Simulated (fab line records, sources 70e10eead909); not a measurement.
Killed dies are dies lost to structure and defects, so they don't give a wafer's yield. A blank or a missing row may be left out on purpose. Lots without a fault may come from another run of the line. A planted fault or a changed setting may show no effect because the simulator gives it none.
Which tool did it? | flow nand_harc | 6 lots, 18 wafers sampled, at 1 step of a route of 1302

WHAT THE GAUGES READ, wafer by wafer
NHARC_A_CONTACT_OVL_MEAS_43.
lot  | measured     | on         | overlay_x_nm (nm)
L426 | day 21 23:50 | overlay-02 | 0.9 1.8 1.5
L430 | day 22 18:06 | overlay-02 | 1.4 1.3 0.8
L434 | day 25 02:25 | overlay-01 | 0.8 0.4 0.6
L437 | day 26 02:47 | overlay-02 | -0.3 -0.6 -0.8
L447 | day 30 06:36 | overlay-01 | -0.1 -0.4 -0.6
L449 | day 30 08:09 | overlay-01 | -0.4 -0.5 -0.5

WHICH TOOL RAN EACH LOT (tool, then ch and the chambers of the sampled wafers, then the start)
The record holds no process step before these readings.

THE ANSWER, worked out from the rows above alone
Rule: what is usual is taken from the lots themselves. Put in order of their means at a reading, lots are off if they are a third of the lots or fewer, leave a main group of 4 or more, and stand apart from it by a gap of 3 or more times the standard deviation of the main group's means; of several such gaps the widest counts. A main group whose means are all the same, to the digits that the tables above print for the reading, isn't used. A lot without any number at a reading at which 4 lots or more have one is off too. The other lots that the step has rows for count as sound.
No lot is off at any reading shown: from this, nothing can be told.

WHAT THE SIMULATOR HAD PUT IN
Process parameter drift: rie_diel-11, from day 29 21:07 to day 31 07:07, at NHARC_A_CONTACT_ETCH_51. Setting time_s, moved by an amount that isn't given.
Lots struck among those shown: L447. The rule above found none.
